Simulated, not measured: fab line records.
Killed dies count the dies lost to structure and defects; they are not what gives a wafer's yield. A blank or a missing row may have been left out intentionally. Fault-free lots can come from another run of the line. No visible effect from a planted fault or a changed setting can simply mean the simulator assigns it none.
One fault through the eyes of 2 desks / flow n5-finfet / what lay behind the numbers comes last; until then each desk has only its own

## AT THE METROLOGY DESK
Means of the sampled wafers that have a number, per lot and without regard to the tool the lot ran on: this is what the gauges read. Marked OUT: a lot whose mean sits more than 4 standard deviations from the usual mean, which makes it out of limits; the brackets give that distance.
Columns: A = TV_OVL at N5_PASSIVATION_OVL_MEAS_60, usual 1 nm
lot=L454; first seen here=day 12 16:52; A=2
lot=L457; first seen here=day 12 17:50; A=-1
lot=L456; first seen here=day 12 21:08; A=0
lot=L460; first seen here=day 13 14:10; A=-1
lot=L458; first seen here=day 13 16:24; A=3
lot=L459; first seen here=day 13 16:42; A=2
lot=L466; first seen here=day 15 08:55; A=4
lot=L471; first seen here=day 17 03:08; A=2
lot=L474; first seen here=day 17 12:57; A=2
lot=L476; first seen here=day 17 22:46; A=-5
lot=L477; first seen here=day 18 03:48; A=3
This desk found nothing out of limits on any of the 11 lots.

## TOOL OWNER'S DESK, ald-metal-03
The tool's own readings at N5_BEOL_M11_ALD_74 (deposits TaN, target thk 2 nm, pulse time 2 s, purge time 3 s): means of the sampled wafers that have a number, for each lot that ran on this tool. Marked OUT: a lot whose mean sits more than 4 standard deviations from the usual mean, which makes it out of limits; the brackets give that distance.
Columns: A = heater-power-w at N5_BEOL_M11_ALD_74, usual 447 W; B = precursor-vessel-temp-c at N5_BEOL_M11_ALD_74, usual 75.02 C
lot=L457; first seen here=day 11 05:19; A=460; B=74.94
lot=L459; first seen here=day 11 22:41; A=453; B=75.08
lot=L458; first seen here=day 12 00:23; A=451; B=74.99
lot=L466; first seen here=day 13 06:25; A=451; B=75.05
lot=L474; first seen here=day 16 01:28; A=465; B=75.02
lot=L477; first seen here=day 16 21:41; A=419; B=75.05
This desk found nothing out of limits on any of the 6 lots.

## TAKEN TOGETHER
At the metrology desk, nothing out of limits was observed.
Nothing out of limits was seen by the tool owner's desk.

## WHAT THE SIMULATOR HAD INSERTED
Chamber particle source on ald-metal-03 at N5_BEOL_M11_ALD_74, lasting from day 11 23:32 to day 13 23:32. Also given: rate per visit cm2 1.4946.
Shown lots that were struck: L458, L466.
